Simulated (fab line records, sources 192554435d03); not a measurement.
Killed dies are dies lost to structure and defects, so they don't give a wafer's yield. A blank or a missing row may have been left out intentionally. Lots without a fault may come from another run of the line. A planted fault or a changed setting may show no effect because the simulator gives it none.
Which tool was responsible? || flow n5-finfet || Sampling: 10 lots, 26 wafers, 5 of 1938 route steps

## WHAT THE GAUGES READ, wafer by wafer
N5_SDB_INSPECT_36: inspects for defects (darkfield). Usual: 38 for raw-defect-count, sd 17.
{"lot": "L840", "measured": "day 4 12:50", "on": "defect-inspect-02", "raw-defect-count": "41 24", "flag": ""}
{"lot": "L841", "measured": "day 4 17:41", "on": "defect-inspect-01", "raw-defect-count": "33 41", "flag": ""}
{"lot": "L844", "measured": "day 5 09:48", "on": "defect-inspect-02", "raw-defect-count": "82 54 117", "flag": ""}
{"lot": "L846", "measured": "day 5 22:35", "on": "defect-inspect-01", "raw-defect-count": "38 47", "flag": ""}
{"lot": "L847", "measured": "day 6 05:31", "on": "defect-inspect-01", "raw-defect-count": "31 35 47", "flag": ""}
{"lot": "L852", "measured": "day 7 11:01", "on": "defect-inspect-02", "raw-defect-count": "24 29", "flag": ""}
{"lot": "L853", "measured": "day 7 15:57", "on": "defect-inspect-02", "raw-defect-count": "11 40 46", "flag": ""}
{"lot": "L854", "measured": "day 7 21:10", "on": "defect-inspect-01", "raw-defect-count": "37 38 42", "flag": ""}
{"lot": "L859", "measured": "day 9 04:38", "on": "defect-inspect-02", "raw-defect-count": "35 29 39", "flag": ""}
{"lot": "L860", "measured": "day 9 11:38", "on": "defect-inspect-02", "raw-defect-count": "28 28 24", "flag": ""}

N5_BEOL_M4_RC_MEAS_101. Usual: DIBL_N 37.5 mV/V, standard deviation 2; DIBL_P 37.5 mV/V, standard deviation 2.5; IOFF_N 0.18 nA/um, standard deviation 0.042; IOFF_P 0.24 nA/um, standard deviation 0.046; ION_N 677 uA/um, standard deviation 15; ION_P 464 uA/um, standard deviation 9.5; SS_N 72.0 mV/dec, standard deviation 0.76; SS_P 73.6 mV/dec, standard deviation 0.79; VT_N 249 mV, standard deviation 3.5; VT_P -249 mV, standard deviation 3.2.
{"lot": "L840", "measured": "day 8 05:43", "on": "prober-01", "DIBL_N (mV/V)": "34.7 38.8", "DIBL_P (mV/V)": "34.3 37.2", "IOFF_N (nA/um)": "0.14 0.21", "IOFF_P (nA/um)": "0.18 0.21", "ION_N (uA/um)": "698 670", "ION_P (uA/um)": "476 459", "SS_N (mV/dec)": "71.2 73.5", "SS_P (mV/dec)": "72.8 73.6", "VT_N (mV)": "254 247", "VT_P (mV)": "-251 -253", "flag": ""}
{"lot": "L841", "measured": "day 8 13:19", "on": "prober-01", "DIBL_N (mV/V)": "36.9 37.5", "DIBL_P (mV/V)": "37.5 39.2", "IOFF_N (nA/um)": "0.16 0.18", "IOFF_P (nA/um)": "0.20 0.23", "ION_N (uA/um)": "657 670", "ION_P (uA/um)": "451 455", "SS_N (mV/dec)": "72.8 72.1", "SS_P (mV/dec)": "73.8 74.4", "VT_N (mV)": "251 249", "VT_P (mV)": "-256 -250", "flag": ""}
{"lot": "L844", "measured": "day 9 10:41", "on": "prober-02", "DIBL_N (mV/V)": "37.3 39.1 34.8", "DIBL_P (mV/V)": "36.9 38.0 35.0", "IOFF_N (nA/um)": "0.17 0.20 0.13", "IOFF_P (nA/um)": "0.24 0.26 0.23", "ION_N (uA/um)": "678 684 650", "ION_P (uA/um)": "469 472 454", "SS_N (mV/dec)": "71.4 72.7 71.0", "SS_P (mV/dec)": "74.0 74.2 74.0", "VT_N (mV)": "249 248 250", "VT_P (mV)": "-249 -247 -248", "flag": ""}
{"lot": "L846", "measured": "day 10 00:06", "on": "prober-02", "DIBL_N (mV/V)": "34.7 42.7", "DIBL_P (mV/V)": "33.6 45.1", "IOFF_N (nA/um)": "0.12 0.30", "IOFF_P (nA/um)": "0.16 0.38", "ION_N (uA/um)": "657 694", "ION_P (uA/um)": "454 473", "SS_N (mV/dec)": "70.5 73.4", "SS_P (mV/dec)": "71.5 75.7", "VT_N (mV)": "257 243", "VT_P (mV)": "-252 -241", "flag": ""}
{"lot": "L847", "measured": "day 10 05:03", "on": "prober-02", "DIBL_N (mV/V)": "38.8 38.0 39.1", "DIBL_P (mV/V)": "39.8 37.3 39.7", "IOFF_N (nA/um)": "0.21 0.18 0.19", "IOFF_P (nA/um)": "0.29 0.24 0.28", "ION_N (uA/um)": "691 677 667", "ION_P (uA/um)": "475 465 468", "SS_N (mV/dec)": "71.1 71.7 71.3", "SS_P (mV/dec)": "74.3 73.2 74.1", "VT_N (mV)": "243 252 247", "VT_P (mV)": "-242 -247 -245", "flag": ""}
{"lot": "L852", "measured": "day 11 05:20", "on": "prober-02", "DIBL_N (mV/V)": "39.6 34.4", "DIBL_P (mV/V)": "38.8 33.9", "IOFF_N (nA/um)": "0.26 0.14", "IOFF_P (nA/um)": "0.28 0.20", "ION_N (uA/um)": "677 685", "ION_P (uA/um)": "460 464", "SS_N (mV/dec)": "73.7 71.8", "SS_P (mV/dec)": "73.7 72.4", "VT_N (mV)": "247 250", "VT_P (mV)": "-246 -251", "flag": ""}
{"lot": "L853", "measured": "day 11 08:13", "on": "prober-01", "DIBL_N (mV/V)": "41.2 37.0 40.0", "DIBL_P (mV/V)": "41.2 36.4 39.8", "IOFF_N (nA/um)": "0.24 0.16 0.22", "IOFF_P (nA/um)": "0.31 0.24 0.28", "ION_N (uA/um)": "666 676 691", "ION_P (uA/um)": "450 465 476", "SS_N (mV/dec)": "72.3 71.5 72.2", "SS_P (mV/dec)": "74.2 73.9 73.6", "VT_N (mV)": "249 248 247", "VT_P (mV)": "-248 -248 -248", "flag": ""}
{"lot": "L854", "measured": "day 11 13:32", "on": "prober-02", "DIBL_N (mV/V)": "35.3 36.3 35.2", "DIBL_P (mV/V)": "34.4 35.7 34.0", "IOFF_N (nA/um)": "0.12 0.15 0.12", "IOFF_P (nA/um)": "0.18 0.20 0.17", "ION_N (uA/um)": "661 688 648", "ION_P (uA/um)": "461 476 452", "SS_N (mV/dec)": "71.0 71.4 71.3", "SS_P (mV/dec)": "72.3 72.5 72.6", "VT_N (mV)": "254 252 257", "VT_P (mV)": "-252 -255 -254", "flag": ""}
{"lot": "L859", "measured": "day 13 06:29", "on": "prober-02", "DIBL_N (mV/V)": "39.4 37.3 37.4", "DIBL_P (mV/V)": "38.3 34.9 36.5", "IOFF_N (nA/um)": "0.23 0.18 0.18", "IOFF_P (nA/um)": "0.24 0.19 0.20", "ION_N (uA/um)": "708 685 693", "ION_P (uA/um)": "470 465 467", "SS_N (mV/dec)": "72.3 71.6 72.1", "SS_P (mV/dec)": "74.6 72.8 73.8", "VT_N (mV)": "244 248 247", "VT_P (mV)": "-249 -250 -251", "flag": ""}
{"lot": "L860", "measured": "day 13 17:25", "on": "prober-01", "DIBL_N (mV/V)": "39.4 34.4 39.7", "DIBL_P (mV/V)": "39.4 34.4 40.4", "IOFF_N (nA/um)": "0.22 0.12 0.23", "IOFF_P (nA/um)": "0.25 0.18 0.28", "ION_N (uA/um)": "683 672 697", "ION_P (uA/um)": "457 465 474", "SS_N (mV/dec)": "72.8 71.4 72.3", "SS_P (mV/dec)": "74.8 73.1 74.5", "VT_N (mV)": "244 251 241", "VT_P (mV)": "-249 -254 -249", "flag": ""}

## EACH LOT AND THE TOOL THAT RAN IT (in order: tool; ch and the chambers of the sampled wafers; start)
{"lot": "L840", "N5_SDB_ETCH_18": "rie-diel-04 ch 1,2, day 4 08:47", "N5_DUMMY_REMOVAL_STRIP_10": "rie-diel-01 ch 0,1, day 4 12:58", "N5_HKMG_FIN_COAT_41": "litho-track-01 ch 0, day 4 14:17"}
{"lot": "L841", "N5_SDB_ETCH_18": "rie-diel-06 ch 3, day 4 13:43", "N5_DUMMY_REMOVAL_STRIP_10": "rie-diel-03 ch 1,3, day 4 17:46", "N5_HKMG_FIN_COAT_41": "litho-track-04 ch 0, day 4 19:28"}
{"lot": "L844", "N5_SDB_ETCH_18": "rie-diel-04 ch 1,2, day 5 05:44", "N5_DUMMY_REMOVAL_STRIP_10": "rie-diel-01 ch 0,2,3, day 5 09:52", "N5_HKMG_FIN_COAT_41": "litho-track-05 ch 0, day 5 11:13"}
{"lot": "L846", "N5_SDB_ETCH_18": "rie-diel-06 ch 0,3, day 5 18:46", "N5_DUMMY_REMOVAL_STRIP_10": "rie-diel-03 ch 1,3, day 5 22:38", "N5_HKMG_FIN_COAT_41": "litho-track-04 ch 0, day 5 23:44"}
{"lot": "L847", "N5_SDB_ETCH_18": "rie-diel-04 ch 1,2,3, day 6 01:23", "N5_DUMMY_REMOVAL_STRIP_10": "rie-diel-03 ch 0,2, day 6 05:35", "N5_HKMG_FIN_COAT_41": "litho-track-01 ch 0, day 6 06:46"}
{"lot": "L852", "N5_SDB_ETCH_18": "rie-diel-06 ch 1,2, day 7 07:01", "N5_DUMMY_REMOVAL_STRIP_10": "rie-diel-01 ch 0,3, day 7 11:07", "N5_HKMG_FIN_COAT_41": "litho-track-01 ch 0, day 7 12:23"}
{"lot": "L853", "N5_SDB_ETCH_18": "rie-diel-04 ch 1,2, day 7 12:11", "N5_DUMMY_REMOVAL_STRIP_10": "rie-diel-03 ch 0,2,3, day 7 16:05", "N5_HKMG_FIN_COAT_41": "litho-track-04 ch 0, day 7 17:26"}
{"lot": "L854", "N5_SDB_ETCH_18": "rie-diel-04 ch 0,2, day 7 17:23", "N5_DUMMY_REMOVAL_STRIP_10": "rie-diel-02 ch 1,3, day 7 21:14", "N5_HKMG_FIN_COAT_41": "litho-track-04 ch 0, day 7 22:32"}
{"lot": "L859", "N5_SDB_ETCH_18": "rie-diel-05 ch 0,2, day 9 00:44", "N5_DUMMY_REMOVAL_STRIP_10": "rie-diel-02 ch 1,2,3, day 9 04:50", "N5_HKMG_FIN_COAT_41": "litho-track-01 ch 0, day 9 05:56"}
{"lot": "L860", "N5_SDB_ETCH_18": "rie-diel-05 ch 0,2,3, day 9 07:48", "N5_DUMMY_REMOVAL_STRIP_10": "rie-diel-03 ch 1,2,3, day 9 11:53", "N5_HKMG_FIN_COAT_41": "litho-track-05 ch 0, day 9 12:59"}
- N5_SDB_ETCH_18: etches SOC in N2/H2, target depth 100 nm, overetch 20 nm, time 150 s.
- N5_DUMMY_REMOVAL_STRIP_10: strips in N2/H2, time 40 s.
- N5_HKMG_FIN_COAT_41: time 60 s, resist thk 300 nm.

## WHAT THE TOOLS THEMSELVES READ (means of the sampled wafers that have a number; where no wafer has one, the mark that the record gives instead)
N5_SDB_ETCH_18. Usual: drypump-motor-current-A 5.7 A, standard deviation 0.46; oes-product-au 0.68 a.u., standard deviation 0.061; rf-vpp-V 525.0 V, standard deviation 1.9; showerhead-plenum-p-Torr 2.58 Torr, standard deviation 0.071; throttle-valve-pct 17.86 %, standard deviation 0.22.
{"lot": "L840", "tool": "rie-diel-04", "drypump-motor-current-A (A)": 4.9, "oes-product-au (a.u.)": 0.64, "rf-vpp-V (V)": 526.6, "showerhead-plenum-p-Torr (Torr)": 2.62, "throttle-valve-pct (%)": 18.14, "flag": ""}
{"lot": "L841", "tool": "rie-diel-06", "drypump-motor-current-A (A)": 5.8, "oes-product-au (a.u.)": 0.68, "rf-vpp-V (V)": 523.6, "showerhead-plenum-p-Torr (Torr)": 2.54, "throttle-valve-pct (%)": 17.99, "flag": ""}
{"lot": "L844", "tool": "rie-diel-04", "drypump-motor-current-A (A)": 5.0, "oes-product-au (a.u.)": 0.64, "rf-vpp-V (V)": 525.9, "showerhead-plenum-p-Torr (Torr)": 2.62, "throttle-valve-pct (%)": 18.12, "flag": ""}
{"lot": "L846", "tool": "rie-diel-06", "drypump-motor-current-A (A)": 5.8, "oes-product-au (a.u.)": 0.69, "rf-vpp-V (V)": 524.5, "showerhead-plenum-p-Torr (Torr)": 2.55, "throttle-valve-pct (%)": 17.82, "flag": ""}
{"lot": "L847", "tool": "rie-diel-04", "drypump-motor-current-A (A)": 5.1, "oes-product-au (a.u.)": 0.63, "rf-vpp-V (V)": 524.7, "showerhead-plenum-p-Torr (Torr)": 2.57, "throttle-valve-pct (%)": 18.03, "flag": ""}
{"lot": "L852", "tool": "rie-diel-06", "drypump-motor-current-A (A)": 6.1, "oes-product-au (a.u.)": 0.66, "rf-vpp-V (V)": 525.0, "showerhead-plenum-p-Torr (Torr)": 2.58, "throttle-valve-pct (%)": 17.68, "flag": ""}
{"lot": "L853", "tool": "rie-diel-04", "drypump-motor-current-A (A)": 4.9, "oes-product-au (a.u.)": 0.62, "rf-vpp-V (V)": 525.8, "showerhead-plenum-p-Torr (Torr)": 2.61, "throttle-valve-pct (%)": 18.22, "flag": ""}
{"lot": "L854", "tool": "rie-diel-04", "drypump-motor-current-A (A)": 5.2, "oes-product-au (a.u.)": 0.70, "rf-vpp-V (V)": 525.3, "showerhead-plenum-p-Torr (Torr)": 2.58, "throttle-valve-pct (%)": 18.07, "flag": ""}
{"lot": "L859", "tool": "rie-diel-05", "drypump-motor-current-A (A)": 6.3, "oes-product-au (a.u.)": 0.70, "rf-vpp-V (V)": 526.8, "showerhead-plenum-p-Torr (Torr)": 2.66, "throttle-valve-pct (%)": 17.70, "flag": ""}
{"lot": "L860", "tool": "rie-diel-05", "drypump-motor-current-A (A)": 6.0, "oes-product-au (a.u.)": 0.73, "rf-vpp-V (V)": 527.2, "showerhead-plenum-p-Torr (Torr)": 2.68, "throttle-valve-pct (%)": 17.75, "flag": ""}

N5_DUMMY_REMOVAL_STRIP_10. Usual: drypump-motor-current-A 5.8 A, standard deviation 0.34; oes-product-au 0.75 a.u., standard deviation 0.059; rf-vpp-V 45.1 V, standard deviation 0.83; showerhead-plenum-p-Torr 3.35 Torr, standard deviation 0.1; throttle-valve-pct 12.28 %, standard deviation 0.23.
{"lot": "L840", "tool": "rie-diel-01", "drypump-motor-current-A (A)": 5.6, "oes-product-au (a.u.)": 0.73, "rf-vpp-V (V)": 46.3, "showerhead-plenum-p-Torr (Torr)": 3.35, "throttle-valve-pct (%)": 12.21, "flag": ""}
{"lot": "L841", "tool": "rie-diel-03", "drypump-motor-current-A (A)": 6.0, "oes-product-au (a.u.)": 0.77, "rf-vpp-V (V)": 45.3, "showerhead-plenum-p-Torr (Torr)": 3.35, "throttle-valve-pct (%)": 12.26, "flag": ""}
{"lot": "L844", "tool": "rie-diel-01", "drypump-motor-current-A (A)": 5.8, "oes-product-au (a.u.)": 0.75, "rf-vpp-V (V)": 45.9, "showerhead-plenum-p-Torr (Torr)": 3.33, "throttle-valve-pct (%)": 12.26, "flag": ""}
{"lot": "L846", "tool": "rie-diel-03", "drypump-motor-current-A (A)": 6.0, "oes-product-au (a.u.)": 0.76, "rf-vpp-V (V)": 43.8, "showerhead-plenum-p-Torr (Torr)": 3.35, "throttle-valve-pct (%)": 12.27, "flag": ""}
{"lot": "L847", "tool": "rie-diel-03", "drypump-motor-current-A (A)": 5.8, "oes-product-au (a.u.)": 0.72, "rf-vpp-V (V)": 44.6, "showerhead-plenum-p-Torr (Torr)": 3.39, "throttle-valve-pct (%)": 12.33, "flag": ""}
{"lot": "L852", "tool": "rie-diel-01", "drypump-motor-current-A (A)": 5.6, "oes-product-au (a.u.)": 0.71, "rf-vpp-V (V)": 44.6, "showerhead-plenum-p-Torr (Torr)": 3.35, "throttle-valve-pct (%)": 12.23, "flag": ""}
{"lot": "L853", "tool": "rie-diel-03", "drypump-motor-current-A (A)": 5.8, "oes-product-au (a.u.)": 0.72, "rf-vpp-V (V)": 45.4, "showerhead-plenum-p-Torr (Torr)": 3.28, "throttle-valve-pct (%)": 12.32, "flag": ""}
{"lot": "L854", "tool": "rie-diel-02", "drypump-motor-current-A (A)": 5.5, "oes-product-au (a.u.)": 0.85, "rf-vpp-V (V)": 44.9, "showerhead-plenum-p-Torr (Torr)": 3.37, "throttle-valve-pct (%)": 11.85, "flag": ""}
{"lot": "L859", "tool": "rie-diel-02", "drypump-motor-current-A (A)": 5.5, "oes-product-au (a.u.)": 0.80, "rf-vpp-V (V)": 45.3, "showerhead-plenum-p-Torr (Torr)": 3.35, "throttle-valve-pct (%)": 12.09, "flag": ""}
{"lot": "L860", "tool": "rie-diel-03", "drypump-motor-current-A (A)": 6.0, "oes-product-au (a.u.)": 0.83, "rf-vpp-V (V)": 45.2, "showerhead-plenum-p-Torr (Torr)": 3.41, "throttle-valve-pct (%)": 12.22, "flag": ""}

N5_HKMG_FIN_COAT_41. Usual: chill-plate-temp-C 22.97 C, standard deviation 0.11; heater-power-total-W 500.6 W, standard deviation 1.7; plate-temp-C 250.01 C, standard deviation 0.18.
{"lot": "L840", "tool": "litho-track-01", "chill-plate-temp-C (C)": 22.95, "heater-power-total-W (W)": 497.9, "plate-temp-C (C)": 250.03, "flag": ""}
{"lot": "L841", "tool": "litho-track-04", "chill-plate-temp-C (C)": 22.93, "heater-power-total-W (W)": 500.6, "plate-temp-C (C)": 249.80, "flag": ""}
{"lot": "L844", "tool": "litho-track-05", "chill-plate-temp-C (C)": 22.95, "heater-power-total-W (W)": 499.8, "plate-temp-C (C)": 249.76, "flag": ""}
{"lot": "L846", "tool": "litho-track-04", "chill-plate-temp-C (C)": 22.98, "heater-power-total-W (W)": 500.6, "plate-temp-C (C)": 249.85, "flag": ""}
{"lot": "L847", "tool": "litho-track-01", "chill-plate-temp-C (C)": 22.85, "heater-power-total-W (W)": 502.1, "plate-temp-C (C)": 249.95, "flag": ""}
{"lot": "L852", "tool": "litho-track-01", "chill-plate-temp-C (C)": 22.91, "heater-power-total-W (W)": 502.8, "plate-temp-C (C)": 249.89, "flag": ""}
{"lot": "L853", "tool": "litho-track-04", "chill-plate-temp-C (C)": 22.83, "heater-power-total-W (W)": 838.0, "plate-temp-C (C)": 267.15, "flag": "OFF"}
{"lot": "L854", "tool": "litho-track-04", "chill-plate-temp-C (C)": 22.97, "heater-power-total-W (W)": 838.7, "plate-temp-C (C)": 267.41, "flag": "OFF"}
{"lot": "L859", "tool": "litho-track-01", "chill-plate-temp-C (C)": 22.97, "heater-power-total-W (W)": 502.3, "plate-temp-C (C)": 250.00, "flag": ""}
{"lot": "L860", "tool": "litho-track-05", "chill-plate-temp-C (C)": 23.01, "heater-power-total-W (W)": 499.5, "plate-temp-C (C)": 249.95, "flag": ""}

## THE ANSWER, worked out from the rows above alone
Rule: lot off if the mean of its wafers having a number is beyond 3 standard deviations from the usual mean. Also off: a lot with no number at a reading for which 4 or more lots have one. Any other lot the step has rows for is counted as sound. First the gauges in route order, then the tools' own readings, where a lot's mean is used as printed above. The first step at which some lot is off is used, and at that step the reading that is off furthest; a lot without a number counts as furthest.
Off at N5_HKMG_FIN_COAT_41 (heater-power-total-W): L853, L854.
A tool fits if, at that step or a process step before it, it ran every lot that is off, and no sound lot after the first of them. Undecided on this evidence; 2 tools fit (rie-diel-04 at N5_SDB_ETCH_18, litho-track-04 at N5_HKMG_FIN_COAT_41).

## WHAT THE SIMULATOR PUT IN
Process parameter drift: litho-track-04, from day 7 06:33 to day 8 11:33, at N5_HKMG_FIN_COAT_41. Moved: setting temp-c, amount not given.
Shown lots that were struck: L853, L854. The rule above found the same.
